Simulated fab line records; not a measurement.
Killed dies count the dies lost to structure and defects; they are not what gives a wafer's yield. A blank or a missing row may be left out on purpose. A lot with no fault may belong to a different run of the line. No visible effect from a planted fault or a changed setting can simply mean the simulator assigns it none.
8D (eight disciplines) problem report, filled in by code    flow nand-harc    the parts of the form that need people (team, actions taken, sign-off) are left out

== 1. THE ISSUE ==
Mean of killed-dies at NHARC_END_SORT_01: 120 across 4 wafers in 3 lots; on wafers with no fault it is 32 (standard deviation 11). That puts it +8.0 standard deviations away from the usual mean.
First seen on wafer L733.5, day 20 09:27, on prober-01. Wafers with a number at this step in the record: 18, from 6 lots. Rule for "out" (also "out of limits"): further than 4 standard deviations from the usual mean. The other wafers with a number count as sound.

== 2. WHAT IT IS, WHAT IT ISN'T ==
question                     is                              is not
which readings at this step  killed-dies, killed-at-array    killed-at-periphery, killed-open, killed-short
which lots                   L733, L734, L736                L730, L741, L749
which wafers of those lots   L733.5, L734.3, L736.3, L736.5  L733.1, L733.2, L734.1, L734.2, L736.4
read on which gauges         prober-01, prober-02            -
when                         from day 20 09:27               up to then (5 sound wafers); but 9 sound wafers of L734, L736, L741, L749 came after

== 3. SUSPECTS, AND WHAT RULES EACH OUT ==
Counting: if a tool at a process step up to the reading ran every lot that is out, it stays a suspect. Sound lots after the first of them don't rule it out here, since some wafers of a struck lot are sound.
- the gauge at NHARC_END_SORT_01: ruled out. Those wafers that are out were read across 2 gauges (prober-01, prober-02).
- rie-diel-03 at NHARC_A_CONTACT_ETCH_49 (etches the open film in N2/H2, target depth 260 nm, time 475.3 s): kept. It ran every lot that is out, first L733 (day 17 05:10). On those wafers its own readings are out: run-length-s.
- Within rie-diel-03 at NHARC_A_CONTACT_ETCH_49: the wafers that are out ran in chamber 2; their sound lot-mates ran in chambers 1, 3.
After counting, what remains is rie-diel-03 at NHARC_A_CONTACT_ETCH_49.

== 4. THE CAUSE (what the simulator had put in) ==
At NHARC_A_CONTACT_ETCH_49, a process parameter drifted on rie-diel-03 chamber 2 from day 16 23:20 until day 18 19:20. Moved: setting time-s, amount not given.
Counting left only this tool.

== 5. THE CHAIN OF EFFECTS, in route order ==
Each row: a reading where the mean over the struck wafers with a number is more than 3 standard deviations away from the usual. Only readings for which the record gives a usual standard deviation are gone through. hours: the time from each lot's start at the first step in this table that gives one to its start at this step, as a median over the lots. sigmas: the change in usual standard deviations.
hours  step                     reading          usual    on struck wafers  change  sigmas
0      NHARC_A_CONTACT_ETCH_49  run-length-s     496.3 s  379.6             -116.7  -99 or more
78     NHARC_END_SORT_01        killed-at-array  27       116               +88     +8.0
78     NHARC_END_SORT_01        killed-dies      32       120               +88     +8.0
The process steps in it:
- NHARC_A_CONTACT_ETCH_49: etches the open film in N2/H2, target depth 260 nm, time 475.3 s.

== 6. WHAT WOULD HAVE CAUGHT IT SOONER ==
Counted from the fault's start at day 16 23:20, it took 82 hours until the first out-of-limits reading at a measuring or inspecting step in this record, taken at day 20 09:27.
The tool's own readings at NHARC_A_CONTACT_ETCH_49 were out on every struck wafer that the step has a row for (run-length-s): an alarm limit on them would have fired on the first of those.
Each of the lots that are out, 3 in all, had begun NHARC_A_CONTACT_ETCH_49 on rie-diel-03 no later than day 20 09:27. Tool hold at that time: it would have spared none of them.
